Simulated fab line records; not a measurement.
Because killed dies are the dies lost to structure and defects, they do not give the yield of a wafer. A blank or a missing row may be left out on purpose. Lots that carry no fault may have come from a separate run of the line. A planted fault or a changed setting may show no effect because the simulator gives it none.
Problem report in the 8D (eight disciplines) form, filled by code || flow n5Finfet || the parts of the form that need people (team, actions taken, sign-off) are left out

1. THE PROBLEM
N5_BEOL_M0_CUTY_INSPECT_59, rawDefectCount: mean 271.0 over 1 wafer from 1 lot; wafers with no fault: 2.2, standard deviation 1.7. So: +99 or more standard deviations from the usual mean.
The step: inspects for defects (macro).
Seen first at day 9 14:49 on defectInspect-01, wafer L358.6. The record has a number at this step for 24 wafers belonging to 9 lots. Rule for "out", or "out of limits": more than 4 standard deviations from the usual mean. The other wafers with a number count as sound.

2. WHAT IT IS AND WHAT IT IS NOT
{"question": "which readings at this step", "is": "rawDefectCount", "is not": "-"}
{"question": "which lots", "is": "L358", "is not": "L345, L346, L350, L360, L361, L364, L366, L367"}
{"question": "which wafers of those lots", "is": "L358.6", "is not": "L358.3, L358.5"}
{"question": "read on which gauges", "is": "defectInspect-01", "is not": "defectInspect-02"}
{"question": "when", "is": "from day 9 14:49", "is not": "up to then (10 sound wafers); but 13 sound wafers of L360, L361, L364, L366, L367 came after"}

3. SUSPECTS, AND WHAT RULES EACH OUT
Counting: a tool at a process step up to the reading stays a suspect if it ran every lot that is out. Sound lots after the first of them don't rule it out here, since some wafers of a struck lot are sound.
- the gauge at N5_BEOL_M0_CUTY_INSPECT_59 has been ruled out. All the wafers that are out were read on defectInspect-01, but those of them that N5_PASSIVATION_PROBE_49 has rows for are out there too, on other tools.
- pecvd-02 at N5_BEOL_M0_SAQP_PECVD_97 (deposits SiNx from SiH4/NH3/N2, target thk 23 nm, time 19.9 s): kept. It ran the lot that is out, L358 (day 9 03:19); its last sound lot up to then is L350 (day 9 02:14).
- aldSin-01 at N5_BEOL_M0_SAQP_SPACER2_ALD_26 (deposits SiO2, target thk 15 nm, pulse time 1 s, purge time 2 s): kept. It ran the lot that is out, L358 (day 9 11:39); its last sound lot up to then is L345 (day 5 21:34).
- rieDiel-06 at N5_BEOL_M0_SAQP_SPACER2_ETCHBACK_27 (etches SiO2 in CHF3/O2, target depth 22.5 nm, time 11.25 s): kept. It ran the lot that is out, L358 (day 9 12:12); its last sound lot up to then is L346 (day 6 04:01).
- aldSin-01 at N5_BEOL_M0_SAQP_ALD_48 (deposits SiO2, target thk 20 nm, pulse time 1 s, co reactant pulse time 1 s): kept. It ran the lot that is out, L358 (day 9 13:43).
- Within pecvd-02 at N5_BEOL_M0_SAQP_PECVD_97: the wafers that are out ran in chamber 2; their sound lot-mates ran in chambers 0, 1.
- Within aldSin-01 at N5_BEOL_M0_SAQP_SPACER2_ALD_26: the wafers that are out ran in chamber 0; their sound lot-mates ran in chambers 1, 3.
- Within rieDiel-06 at N5_BEOL_M0_SAQP_SPACER2_ETCHBACK_27, the wafers that are out were processed in chamber 2 and their sound lot-mates in chamber 1.
- Within aldSin-01 at N5_BEOL_M0_SAQP_ALD_48, the wafers that are out were processed in chamber 2 and their sound lot-mates in chamber 3.
Left after counting: pecvd-02 at N5_BEOL_M0_SAQP_PECVD_97, aldSin-01 at N5_BEOL_M0_SAQP_SPACER2_ALD_26, rieDiel-06 at N5_BEOL_M0_SAQP_SPACER2_ETCHBACK_27, aldSin-01 at N5_BEOL_M0_SAQP_ALD_48.

4. THE CAUSE (what the simulator had put in)
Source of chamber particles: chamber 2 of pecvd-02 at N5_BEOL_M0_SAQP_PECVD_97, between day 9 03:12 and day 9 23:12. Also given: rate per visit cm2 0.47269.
4 suspects survive the count, and this tool is in that group.

5. THE EFFECT CHAIN, in route order
One row per reading whose mean, taken over the struck wafers that have a number, lies over 3 standard deviations from the usual. Scope: only readings with a usual standard deviation given in the record; hours: median across lots of the time from each lot's start at the first step in this table that gives one to its start at this step; sigmas: change in usual standard deviations.
{"hours": 0, "step": "N5_BEOL_M0_SAQP_INSPECT_42", "reading": "rawDefectCount", "usual": 279, "on struck wafers": 539, "change": "+260", "sigmas": "+3.4"}
{"hours": 2, "step": "N5_BEOL_M0_CUTY_INSPECT_59", "reading": "rawDefectCount", "usual": 2.2, "on struck wafers": 271.0, "change": "+268.8", "sigmas": "+99 or more"}
{"hours": 172, "step": "N5_PASSIVATION_PROBE_49", "reading": "defectLimitedYield", "usual": "91.2 %", "on struck wafers": 84.0, "change": -7.2, "sigmas": -5.1}
{"hours": 172, "step": "N5_PASSIVATION_PROBE_49", "reading": "killed_at_M0_to_M3", "usual": 33, "on struck wafers": 138, "change": "+105", "sigmas": "+11"}
{"hours": 172, "step": "N5_PASSIVATION_PROBE_49", "reading": "killedDies", "usual": 104, "on struck wafers": 189, "change": "+85", "sigmas": "+5.0"}
{"hours": 172, "step": "N5_PASSIVATION_PROBE_49", "reading": "sort_bin_5_function", "usual": "5.1 %", "on struck wafers": 9.5, "change": "+4.4", "sigmas": "+4.7"}
{"hours": 172, "step": "N5_PASSIVATION_PROBE_49", "reading": "sortNPass", "usual": 1074, "on struck wafers": 991, "change": -83, "sigmas": -3.5}
{"hours": 172, "step": "N5_PASSIVATION_PROBE_49", "reading": "sortYieldPct", "usual": "91.1 %", "on struck wafers": 84.0, "change": -7.1, "sigmas": -3.5}
It contains these process steps:
- N5_PASSIVATION_PROBE_49
Later measuring or inspecting steps at which every struck wafer that the step has a row for has a number for every such reading, and none has moved that far: N5_BEOL_M4_RC_MEAS_101.

6. WHAT WOULD HAVE CAUGHT IT SOONER
The first out-of-limits reading at a measuring or inspecting step in this record came at day 9 14:49, 12 hours after the fault's start at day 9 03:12.
No tool reading at N5_BEOL_M0_SAQP_PECVD_97 that has a usual standard deviation in the record was out on any struck wafer, so an alarm limit of 4 standard deviations on those readings would not have fired.
Lots out: 1; all had begun N5_BEOL_M0_SAQP_PECVD_97 on pecvd-02 by day 9 14:49. Holding the tool at that point would not have protected any of them.
